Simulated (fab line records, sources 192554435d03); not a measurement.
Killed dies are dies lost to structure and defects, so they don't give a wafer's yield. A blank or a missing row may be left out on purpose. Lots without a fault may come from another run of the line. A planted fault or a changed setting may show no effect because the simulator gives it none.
A struck lot beside a sound one | flow n5_finfet | 36 steps out of a route of 1938
Sound: wafers L150.1, L150.2, L150.5. Struck: wafers L143.2, L143.3, L143.5. The cause comes at the end.
At each step with rows: each side's tool, then ch and its chambers, then its first start. Under that, the readings that differ: sound wafers | struck wafers | difference of the means | sigmas: that difference in standard deviations of wafers without a fault.
alike: readings whose means differ by less than 2 such deviations, and words and numbers that are the same on both sides. not compared: withheld readings, readings that some wafer has no value for, bounds like >300 that may hide the same value, and numbers for which the record gives no deviation and whose values overlap.
The two part at a step that has a row with sigmas, a row that says differs or no value, or rows on one side only. Numbers that don't overlap but have no deviation are shown without sigmas and don't part them. A reading that every wafer of one side lacks parts them only if that side has two wafers or more.

first, 9 steps without rows for these wafers: N5_BEOL_M4_ANNEAL_95 (time 240 s); N5_BEOL_M4_SPUTTER_96 (material Cu, target thk 4.5 nm, time 8.29 s); N5_BEOL_M4_ECD_50 (material Cu, target thk 300 nm); N5_BEOL_M4_ANNEAL_51 (time 90 s); N5_BEOL_M4_CMP_52 (polishes, stops on SiOC, t overpolish 6.8 s, target thk 40 nm); N5_BEOL_M4_PRE_CLEAN_60 (time 15 s); N5_BEOL_M4_CO_CAP_55 (material Co, precursor CCTBA/H2, target thk 2 nm, time 102.1 s); N5_BEOL_M4_PRE_CLEAN_56 (time 15 s); N5_BEOL_M4_DEP_57 (deposits SiCN from 3MS/NH3, target thk 8 nm, time 14 s).
N5_BEOL_M4_RC_MEAS_101:
  sound on prober-01 ch 0, day 15 03:34; struck on prober-01 ch 0, day 12 11:43
  alike: DIBL_N, DIBL_P, IOFF_N, IOFF_P, ION_N, ION_P, SS_N, SS_P, VT_N, VT_P
then, 24 steps without rows for these wafers: N5_BEOL_M5_ILD_DEP_00 (deposits SiCOH lowk from DEMS/porogen, target thk 140.64 nm, time 25.9 s); N5_BEOL_M5_CURE_79 (cures SiCOH lowk, time 240 s); N5_BEOL_M5_PECVD_70 (deposits SiO2 from TEOS/O2, target thk 16 nm, time 18 s); N5_BEOL_M5_HM_DEP_02 (deposits TiN, target thk 20 nm); N5_BEOL_M5_COAT_59 (time 60 s, resist thk 60 nm); N5_BEOL_M5_COAT_60 (time 60 s, resist thk 12 nm); N5_BEOL_M5_COAT_71 (time 60 s, resist thk 5 nm); N5_BEOL_M5_COAT_05 (resist thk 30 nm); N5_BEOL_M5_EBR_07; N5_BEOL_M5_SOFTBAKE_06 (time 60 s); N5_BEOL_M5_EXPOSE_08 (exposes mask M5, target cd 28 nm); N5_BEOL_M5_PEB_09 (peb time 60 s); N5_BEOL_M5_DEVELOP_10 (develop time 30 s); N5_BEOL_M5_DESCUM_16 (chemistry O2, time 7 s); N5_BEOL_M5_ETCH_72 (etches underlayer in N2/H2, target depth 6.5 nm, time 5.2 s); N5_BEOL_M5_ETCH_61 (etches SiARC in CF4, target depth 15.6 nm, time 26 s); N5_BEOL_M5_ETCH_62 (etches SOC in N2/H2, target depth 75 nm, overetch 15 nm, time 112.5 s); N5_BEOL_M5_STRIP_63 (strips in N2/H2); N5_BEOL_M5_STRIP_73 (strips in N2/H2); N5_BEOL_M5_STRIP_64 (strips in CF4); N5_BEOL_M5_HM_OPEN_17 (chemistry Cl2/BCl3, target TiN, target depth 20 nm, overetch 6 nm); N5_BEOL_M5_STRIP_19 (strips in O2); N5_BEOL_M5_COAT_65 (time 60 s, resist thk 60 nm); N5_BEOL_M5_COAT_66 (time 60 s, resist thk 12 nm).
N5_BEOL_M6_ETCH_41: etches SiCN in CH3F/O2, target depth 29.7 nm, time 52 s.
  sound on rie_diel-03 ch 1,3, day 15 18:59; struck on rie_diel-02 ch 0,2, day 13 11:08
  no value came back on the struck wafers for any of 9 readings (CH3F_flow_sccm (sccm), O2_flow_sccm (sccm) and others); on the sound wafers CH3F_flow_sccm (sccm) reads 30.08 30.04 30.26
  not compared: rf_hours_counter_h
-- the record jumps here: 4 days lie between the struck wafers' starts before and after (it left off in module BEOL_M6 and takes up again in module PASSIVATION, whose first step shown is number 1936 of the route) --
N5_PASSIVATION_PROBE_49:
  the record has rows for the struck wafers here (prober-01, day 16 23:50) and none for the sound ones

WHERE THEY PART
First at N5_BEOL_M6_ETCH_41; last, within this record, at N5_PASSIVATION_PROBE_49.

WHY: what the simulator had put in
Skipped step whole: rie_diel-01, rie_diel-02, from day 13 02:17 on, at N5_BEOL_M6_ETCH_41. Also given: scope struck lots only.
